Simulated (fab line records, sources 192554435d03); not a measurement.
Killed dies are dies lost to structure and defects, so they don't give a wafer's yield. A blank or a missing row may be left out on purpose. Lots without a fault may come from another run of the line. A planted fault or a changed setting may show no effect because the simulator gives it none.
Which tool did it? | flow n5_finfet | 24 lots, 72 wafers sampled, at 6 steps of a route of 1938

WHAT THE GAUGES READ, wafer by wafer
The record holds no reading of a measuring or inspecting step that can be judged against a usual standard deviation.

WHICH TOOL RAN EACH LOT (tool, then ch and the chambers of the sampled wafers, then the start)
lot  | N5_BEOL_M3_HM_OPEN_17             | N5_BEOL_M3_ETCH_77                 | N5_BEOL_M3_VIA_ETCH_34             | N5_BEOL_M3_STRIP_36                | N5_BEOL_M3_ANNEAL_49         | N5_BEOL_M3_ANNEAL_91
L074 | rie_metal-02 ch 0,1, day 6 23:12  | rie_diel-03 ch 1,3, day 6 23:50    | rie_diel-04 ch 1,2, day 7 09:30    | rie_diel-04 ch 1,2, day 7 09:34    | pvd_sputter-03, day 7 12:22  | pvd_sputter-03, day 7 13:34
L075 | rie_metal-01 ch 0,1, day 7 19:17  | rie_diel-06 ch 1,2, day 7 20:04    | rie_diel-06 ch 1,2,3, day 8 04:06  | rie_diel-06 ch 1,2,3, day 8 04:10  | pvd_sputter-02, day 8 05:49  | pvd_sputter-02, day 8 06:55
L076 | rie_metal-03 ch 0,1, day 8 01:49  | rie_diel-03 ch 1,3, day 8 02:35    | rie_diel-03 ch 0,1, day 8 04:20    | rie_diel-03 ch 0,1, day 8 04:24    | pvd_sputter-03, day 8 05:56  | pvd_sputter-03, day 8 07:02
L077 | rie_metal-01 ch 0,1, day 8 08:29  | rie_diel-04 ch 1,2, day 8 10:05    | rie_diel-03 ch 1,2,3, day 8 23:14  | rie_diel-03 ch 1,2,3, day 8 23:17  | pvd_sputter-01, day 9 01:31  | pvd_sputter-01, day 9 02:37
L078 | rie_metal-03 ch 0,1, day 8 11:47  | rie_diel-06 ch 2,3, day 8 12:32    | rie_diel-03 ch 1,2,3, day 9 07:26  | rie_diel-03 ch 1,2,3, day 9 07:29  | pvd_sputter-03, day 9 09:04  | pvd_sputter-03, day 9 10:10
L079 | rie_metal-01 ch 0,1, day 8 18:38  | rie_diel-03 ch 1,2,3, day 8 19:18  | rie_diel-06 ch 0,3, day 9 07:37    | rie_diel-06 ch 0,3, day 9 07:40    | pvd_sputter-01, day 9 09:19  | pvd_sputter-01, day 9 10:25
L080 | rie_metal-01 ch 0,1, day 8 20:32  | rie_diel-06 ch 0,1, day 8 21:10    | rie_diel-03 ch 0,1, day 9 07:47    | rie_diel-03 ch 0,1, day 9 07:51    | pvd_sputter-02, day 9 10:35  | pvd_sputter-02, day 9 11:41
L082 | rie_metal-01 ch 0, day 9 00:32    | rie_diel-03 ch 1,3, day 9 01:17    | rie_diel-03 ch 0,1,2, day 9 12:48  | rie_diel-03 ch 0,1,2, day 9 12:52  | pvd_sputter-02, day 9 14:24  | pvd_sputter-02, day 9 15:30
L081 | rie_metal-03 ch 0, day 9 10:00    | rie_diel-06 ch 1,2, day 9 12:04    | rie_diel-04 ch 1,2,3, day 9 13:11  | rie_diel-04 ch 1,2,3, day 9 13:15  | pvd_sputter-01, day 9 14:33  | pvd_sputter-01, day 9 15:39
L083 | rie_metal-03 ch 0, day 9 12:35    | rie_diel-04 ch 0,1,3, day 9 13:30  | rie_diel-06 ch 0,2,3, day 9 16:41  | rie_diel-06 ch 0,2,3, day 9 16:44  | pvd_sputter-01, day 9 18:09  | pvd_sputter-01, day 9 19:15
L084 | rie_metal-02 ch 1, day 10 06:35   | rie_diel-04 ch 1,3, day 10 07:14   | rie_diel-03 ch 0,2,3, day 10 08:07 | rie_diel-03 ch 0,2,3, day 10 08:11 | pvd_sputter-03, day 10 09:49 | pvd_sputter-03, day 10 10:55
L085 | rie_metal-03 ch 0,1, day 10 13:46 | rie_diel-06 ch 1,2,3, day 10 14:34 | rie_diel-04 ch 0,2,3, day 10 18:38 | rie_diel-04 ch 0,2,3, day 10 18:42 | pvd_sputter-03, day 10 22:12 | pvd_sputter-03, day 10 23:18
L087 | rie_metal-03 ch 0,1, day 10 20:17 | rie_diel-04 ch 1,2,3, day 10 20:56 | rie_diel-04 ch 1,3, day 11 04:50   | rie_diel-04 ch 1,3, day 11 04:53   | pvd_sputter-01, day 11 06:56 | pvd_sputter-01, day 11 08:02
L086 | rie_metal-02 ch 0,1, day 11 01:28 | rie_diel-06 ch 0,2,3, day 11 02:22 | rie_diel-04 ch 0,2,3, day 11 05:49 | rie_diel-04 ch 0,2,3, day 11 05:52 | pvd_sputter-02, day 11 07:22 | pvd_sputter-02, day 11 08:28
L090 | rie_metal-02 ch 0, day 11 01:41   | rie_diel-04 ch 2,3, day 11 02:38   | rie_diel-04 ch 0,2, day 11 09:47   | rie_diel-04 ch 0,2, day 11 09:50   | pvd_sputter-01, day 11 11:19 | pvd_sputter-01, day 11 12:25
L089 | rie_metal-01 ch 0,1, day 11 05:07 | rie_diel-06 ch 2,3, day 11 05:51   | rie_diel-04 ch 1,3, day 11 15:57   | rie_diel-04 ch 1,3, day 11 16:01   | pvd_sputter-01, day 11 17:15 | pvd_sputter-01, day 11 18:21
L088 | rie_metal-02 ch 0,1, day 11 05:35 | rie_diel-06 ch 2,3, day 11 06:53   | rie_diel-06 ch 0,2,3, day 11 16:50 | rie_diel-06 ch 0,2,3, day 11 16:54 | pvd_sputter-01, day 11 19:05 | pvd_sputter-01, day 11 20:11
L091 | rie_metal-02 ch 0,1, day 11 15:10 | rie_diel-03 ch 0,1,2, day 11 15:49 | rie_diel-03 ch 0,1,2, day 12 08:53 | rie_diel-03 ch 0,1,2, day 12 08:56 | pvd_sputter-01, day 12 11:10 | pvd_sputter-01, day 12 12:16
L092 | rie_metal-02 ch 0,1, day 11 18:34 | rie_diel-06 ch 0,1,2, day 11 19:33 | rie_diel-03 ch 0,2,3, day 12 05:44 | rie_diel-03 ch 0,2,3, day 12 05:47 | pvd_sputter-01, day 12 06:59 | pvd_sputter-01, day 12 08:05
L093 | rie_metal-01 ch 0,1, day 11 19:57 | rie_diel-04 ch 0,1,3, day 11 20:56 | rie_diel-04 ch 1,2,3, day 12 05:45 | rie_diel-04 ch 1,2,3, day 12 05:49 | pvd_sputter-02, day 12 07:20 | pvd_sputter-02, day 12 08:26
L096 | rie_metal-02 ch 0,1, day 12 18:31 | rie_diel-06 ch 0,1, day 12 19:08   | rie_diel-03 ch 1,2, day 13 01:23   | rie_diel-03 ch 1,2, day 13 01:26   | pvd_sputter-03, day 13 03:09 | pvd_sputter-03, day 13 04:15
L094 | rie_metal-01 ch 0,1, day 12 18:33 | rie_diel-03 ch 0,3, day 12 19:11   | rie_diel-06 ch 0,1,3, day 13 01:25 | rie_diel-06 ch 0,1,3, day 13 01:28 | pvd_sputter-01, day 13 04:28 | pvd_sputter-01, day 13 05:34
L095 | rie_metal-01 ch 0,1, day 12 22:02 | rie_diel-06 ch 1,3, day 12 22:52   | rie_diel-04 ch 1,2,3, day 13 04:10 | rie_diel-04 ch 1,2,3, day 13 04:13 | pvd_sputter-03, day 13 05:32 | pvd_sputter-03, day 13 06:38
L097 | rie_metal-03 ch 0, day 13 06:52   | rie_diel-06 ch 1,3, day 13 07:32   | rie_diel-03 ch 0,1, day 13 11:42   | rie_diel-03 ch 0,1, day 13 11:46   | pvd_sputter-02, day 13 13:50 | pvd_sputter-02, day 13 15:05
- N5_BEOL_M3_HM_OPEN_17: chemistry Cl2/BCl3, target TiN, target depth 20 nm, overetch 6 nm.
- N5_BEOL_M3_ETCH_77: etches underlayer in N2/H2, target depth 6.5 nm, time 5.2 s.
- N5_BEOL_M3_VIA_ETCH_34: etches the open film in C4F6/O2, target depth 69.4 nm, time 65.9 s.
- N5_BEOL_M3_STRIP_36: strips in N2/H2.
- N5_BEOL_M3_ANNEAL_49: time 240 s.
- N5_BEOL_M3_ANNEAL_91: time 240 s.

WHAT THE TOOLS THEMSELVES READ (means of the sampled wafers that have a number; where no wafer has one, the mark that the record gives instead)
N5_BEOL_M3_HM_OPEN_17.
lot  | tool         | drypump_motor_current_A (A) | oes_product_au (a.u.) | throttle_valve_pct (%)
L074 | rie_metal-02 | 6.4                         | 0.56                  | 22.04
L075 | rie_metal-01 | 5.6                         | 0.68                  | 21.87
L076 | rie_metal-03 | 5.5                         | 0.52                  | 22.36
L077 | rie_metal-01 | 5.1                         | 0.74                  | 21.91
L078 | rie_metal-03 | 5.6                         | 0.51                  | 22.42
L079 | rie_metal-01 | 5.6                         | 0.67                  | 21.86
L080 | rie_metal-01 | 5.6                         | 0.67                  | 21.87
L082 | rie_metal-01 | 6.0                         | 0.61                  | 21.83
L081 | rie_metal-03 | 5.8                         | 0.51                  | 22.45
L083 | rie_metal-03 | 5.8                         | 0.51                  | 22.43
L084 | rie_metal-02 | 6.6                         | 0.57                  | 21.93
L085 | rie_metal-03 | 5.6                         | 0.82                  | 22.25
L087 | rie_metal-03 | 5.5                         | 0.81                  | 22.08
L086 | rie_metal-02 | 6.4                         | 0.64                  | 21.98
L090 | rie_metal-02 | 6.0                         | 0.76                  | 22.14
L089 | rie_metal-01 | 5.6                         | 0.65                  | 21.89
L088 | rie_metal-02 | 6.4                         | 0.63                  | 22.01
L091 | rie_metal-02 | 6.2                         | 0.70                  | 22.07
L092 | rie_metal-02 | 6.4                         | 0.63                  | 22.00
L093 | rie_metal-01 | 5.6                         | 0.65                  | 21.89
L096 | rie_metal-02 | 6.2                         | 0.68                  | 22.09
L094 | rie_metal-01 | 5.2                         | 0.69                  | 21.94
L095 | rie_metal-01 | 5.1                         | 0.70                  | 21.91
L097 | rie_metal-03 | 5.8                         | 0.76                  | 22.45

N5_BEOL_M3_ETCH_77.
lot  | tool        | drypump_motor_current_A (A) | etch_rf_on_time_s (s) | oes_product_au (a.u.) | rf_vpp_V (V) | showerhead_plenum_p_Torr (Torr) | throttle_valve_pct (%)
L074 | rie_diel-03 | 6.1                         | 5.13                  | 0.78                  | 526.6        | 2.65                            | 18.18
L075 | rie_diel-06 | 5.9                         | 5.35                  | 0.60                  | 524.3        | 2.52                            | 17.96
L076 | rie_diel-03 | 5.7                         | 5.32                  | 0.76                  | 528.0        | 2.67                            | 17.99
L077 | rie_diel-04 | 5.5                         | 5.02                  | 0.61                  | 520.1        | 2.45                            | 18.27
L078 | rie_diel-06 | 6.1                         | 5.18                  | 0.70                  | 525.2        | 2.57                            | 17.83
L079 | rie_diel-03 | 5.6                         | 5.11                  | 0.78                  | 524.7        | 2.61                            | 17.89
L080 | rie_diel-06 | 5.4                         | 5.46                  | 0.67                  | 523.1        | 2.48                            | 17.71
L082 | rie_diel-03 | 5.7                         | 5.26                  | 0.75                  | 528.2        | 2.67                            | 18.01
L081 | rie_diel-06 | 5.9                         | 5.31                  | 0.59                  | 524.0        | 2.51                            | 17.98
L083 | rie_diel-04 | 5.4                         | 5.19                  | 0.65                  | 523.3        | 2.51                            | 17.96
L084 | rie_diel-04 | 5.2                         | 5.36                  | 0.68                  | 522.0        | 2.49                            | 17.84
L085 | rie_diel-06 | 6.0                         | 5.28                  | 0.64                  | 523.5        | 2.54                            | 17.95
L087 | rie_diel-04 | 5.4                         | 5.21                  | 0.64                  | 520.7        | 2.47                            | 18.07
L086 | rie_diel-06 | 5.8                         | 5.41                  | 0.65                  | 523.8        | 2.51                            | 17.79
L090 | rie_diel-04 | 5.4                         | 5.26                  | 0.68                  | 521.4        | 2.46                            | 18.08
L089 | rie_diel-06 | 6.1                         | 5.24                  | 0.68                  | 524.6        | 2.56                            | 17.87
L088 | rie_diel-06 | 6.1                         | 5.31                  | 0.66                  | 523.6        | 2.56                            | 17.88
L091 | rie_diel-03 | 5.3                         | 5.33                  | 0.69                  | 525.2        | 2.57                            | 17.82
L092 | rie_diel-06 | 5.7                         | 5.41                  | 0.61                  | 522.0        | 2.48                            | 17.89
L093 | rie_diel-04 | 5.4                         | 5.25                  | 0.63                  | 521.2        | 2.51                            | 18.00
L096 | rie_diel-06 | 5.4                         | 5.44                  | 0.64                  | 522.5        | 2.47                            | 17.77
L094 | rie_diel-03 | 5.5                         | 5.22                  | 0.64                  | 523.8        | 2.56                            | 18.23
L095 | rie_diel-06 | 6.0                         | 5.12                  | 0.68                  | 524.9        | 2.56                            | 17.96
L097 | rie_diel-06 | 5.9                         | 5.24                  | 0.64                  | 524.7        | 2.54                            | 18.04

N5_BEOL_M3_VIA_ETCH_34.
lot  | tool        | drypump_motor_current_A (A) | oes_product_au (a.u.) | rf_vpp_V (V) | showerhead_plenum_p_Torr (Torr) | throttle_valve_pct (%)
L074 | rie_diel-04 | 5.4                         | 0.71                  | 642          | 2.78                            | 30.85
L075 | rie_diel-06 | 6.0                         | 0.78                  | 682          | 2.84                            | 30.68
L076 | rie_diel-03 | 5.3                         | 0.84                  | 716          | 2.97                            | 30.87
L077 | rie_diel-03 | 5.7                         | 0.91                  | 683          | 2.91                            | 30.81
L078 | rie_diel-03 | 5.7                         | 0.90                  | 683          | 2.91                            | 30.81
L079 | rie_diel-06 | 5.5                         | 0.83                  | 668          | 2.81                            | 30.64
L080 | rie_diel-03 | 5.2                         | 0.76                  | 716          | 2.90                            | 30.93
L082 | rie_diel-03 | 5.3                         | 0.83                  | 702          | 2.89                            | 30.73
L081 | rie_diel-04 | 5.4                         | 0.76                  | 642          | 2.76                            | 30.93
L083 | rie_diel-06 | 5.8                         | 0.78                  | 664          | 2.82                            | 30.63
L084 | rie_diel-03 | 5.6                         | 0.83                  | 682          | 2.85                            | 30.87
L085 | rie_diel-04 | 5.6                         | 0.74                  | 642          | 2.76                            | 30.97
L087 | rie_diel-04 | 5.2                         | 0.79                  | 646          | 2.78                            | 30.75
L086 | rie_diel-04 | 5.6                         | 0.75                  | 642          | 2.76                            | 30.97
L090 | rie_diel-04 | 5.8                         | 0.70                  | 641          | 2.77                            | 30.96
L089 | rie_diel-04 | 5.1                         | 0.78                  | 647          | 2.78                            | 30.76
L088 | rie_diel-06 | 5.8                         | 0.76                  | 663          | 2.81                            | 30.65
L091 | rie_diel-03 | 5.3                         | 0.81                  | 701          | 2.88                            | 30.75
L092 | rie_diel-03 | 5.6                         | 0.81                  | 682          | 2.84                            | 30.88
L093 | rie_diel-04 | 5.3                         | 0.84                  | 645          | 2.87                            | 30.93
L096 | rie_diel-03 | 5.3                         | 0.87                  | 688          | 2.86                            | 30.55
L094 | rie_diel-06 | 5.7                         | 0.77                  | 684          | 2.81                            | 30.73
L095 | rie_diel-04 | 5.4                         | 0.82                  | 646          | 2.86                            | 30.93
L097 | rie_diel-03 | 5.2                         | 0.74                  | 715          | 2.89                            | 30.94

N5_BEOL_M3_STRIP_36.
lot  | tool        | drypump_motor_current_A (A) | oes_product_au (a.u.) | rf_vpp_V (V) | showerhead_plenum_p_Torr (Torr) | throttle_valve_pct (%)
L074 | rie_diel-04 | 5.4                         | 0.71                  | 57.8         | 2.48                            | 23.9
L075 | rie_diel-06 | 6.0                         | 0.79                  | 59.1         | 2.54                            | 23.7
L076 | rie_diel-03 | 5.3                         | 0.86                  | 59.7         | 2.64                            | 23.7
L077 | rie_diel-03 | 5.7                         | 0.91                  | 60.0         | 2.61                            | 23.8
L078 | rie_diel-03 | 5.7                         | 0.90                  | 60.2         | 2.60                            | 23.8
L079 | rie_diel-06 | 5.5                         | 0.85                  | 59.3         | 2.49                            | 23.4
L080 | rie_diel-03 | 5.2                         | 0.77                  | 59.7         | 2.58                            | 23.8
L082 | rie_diel-03 | 5.3                         | 0.84                  | 59.5         | 2.57                            | 23.6
L081 | rie_diel-04 | 5.4                         | 0.74                  | 58.6         | 2.47                            | 24.0
L083 | rie_diel-06 | 5.8                         | 0.80                  | 60.3         | 2.51                            | 23.5
L084 | rie_diel-03 | 5.6                         | 0.83                  | 59.4         | 2.55                            | 23.9
L085 | rie_diel-04 | 5.6                         | 0.75                  | 58.1         | 2.47                            | 24.2
L087 | rie_diel-04 | 5.2                         | 0.79                  | 58.0         | 2.48                            | 23.7
L086 | rie_diel-04 | 5.6                         | 0.74                  | 58.6         | 2.47                            | 24.2
L090 | rie_diel-04 | 5.8                         | 0.70                  | 58.0         | 2.49                            | 24.3
L089 | rie_diel-04 | 5.2                         | 0.78                  | 59.4         | 2.48                            | 23.7
L088 | rie_diel-06 | 5.8                         | 0.78                  | 59.0         | 2.50                            | 23.5
L091 | rie_diel-03 | 5.3                         | 0.81                  | 58.5         | 2.57                            | 23.6
L092 | rie_diel-03 | 5.6                         | 0.82                  | 60.6         | 2.55                            | 23.9
L093 | rie_diel-04 | 5.4                         | 0.83                  | 60.1         | 2.56                            | 23.9
L096 | rie_diel-03 | 5.3                         | 0.87                  | 59.1         | 2.57                            | 23.4
L094 | rie_diel-06 | 5.7                         | 0.78                  | 59.2         | 2.51                            | 23.6
L095 | rie_diel-04 | 5.4                         | 0.82                  | 60.4         | 2.56                            | 23.9
L097 | rie_diel-03 | 5.2                         | 0.75                  | 59.3         | 2.57                            | 23.8

N5_BEOL_M3_ANNEAL_49.
lot  | tool           | heater_power_w (W)
L074 | pvd_sputter-03 | 808
L075 | pvd_sputter-02 | 845
L076 | pvd_sputter-03 | 809
L077 | pvd_sputter-01 | 892
L078 | pvd_sputter-03 | 845
L079 | pvd_sputter-01 | 882
L080 | pvd_sputter-02 | 854
L082 | pvd_sputter-02 | 857
L081 | pvd_sputter-01 | 860
L083 | pvd_sputter-01 | 913
L084 | pvd_sputter-03 | 820
L085 | pvd_sputter-03 | 805
L087 | pvd_sputter-01 | 854
L086 | pvd_sputter-02 | 860
L090 | pvd_sputter-01 | 836
L089 | pvd_sputter-01 | 863
L088 | pvd_sputter-01 | 842
L091 | pvd_sputter-01 | 854
L092 | pvd_sputter-01 | 851
L093 | pvd_sputter-02 | 840
L096 | pvd_sputter-03 | 787
L094 | pvd_sputter-01 | 831
L095 | pvd_sputter-03 | 808
L097 | pvd_sputter-02 | 818

N5_BEOL_M3_ANNEAL_91.
lot  | tool           | heater_power_w (W)
L074 | pvd_sputter-03 | 800
L075 | pvd_sputter-02 | 839
L076 | pvd_sputter-03 | 805
L077 | pvd_sputter-01 | 905
L078 | pvd_sputter-03 | 856
L079 | pvd_sputter-01 | 875
L080 | pvd_sputter-02 | 846
L082 | pvd_sputter-02 | 863
L081 | pvd_sputter-01 | 867
L083 | pvd_sputter-01 | 901
L084 | pvd_sputter-03 | 840
L085 | pvd_sputter-03 | 806
L087 | pvd_sputter-01 | 862
L086 | pvd_sputter-02 | 850
L090 | pvd_sputter-01 | 832
L089 | pvd_sputter-01 | 849
L088 | pvd_sputter-01 | 841
L091 | pvd_sputter-01 | 869
L092 | pvd_sputter-01 | 858
L093 | pvd_sputter-02 | 827
L096 | pvd_sputter-03 | 783
L094 | pvd_sputter-01 | 836
L095 | pvd_sputter-03 | 816
L097 | pvd_sputter-02 | 815

THE ANSWER, worked out from the rows above alone
Rule: what is usual is taken from the lots themselves. Put in order of their means at a reading, lots are off if they are a third of the lots or fewer, leave a main group of 4 or more, and stand apart from it by a gap of 3 or more times the standard deviation of the main group's means; of several such gaps the widest counts. A main group whose means are all the same, to the digits that the tables above print for the reading, isn't used. A lot without any number at a reading at which 4 lots or more have one is off too. The other lots that the step has rows for count as sound. The gauges are gone through in route order, then the tools' own readings, and for those a lot's mean is taken as printed above. The first step at which some lot is off is used, and at that step the reading that is off furthest; a lot without a number counts as furthest.
No lot is off at any reading shown: from this, nothing can be told.

WHAT THE SIMULATOR HAD PUT IN
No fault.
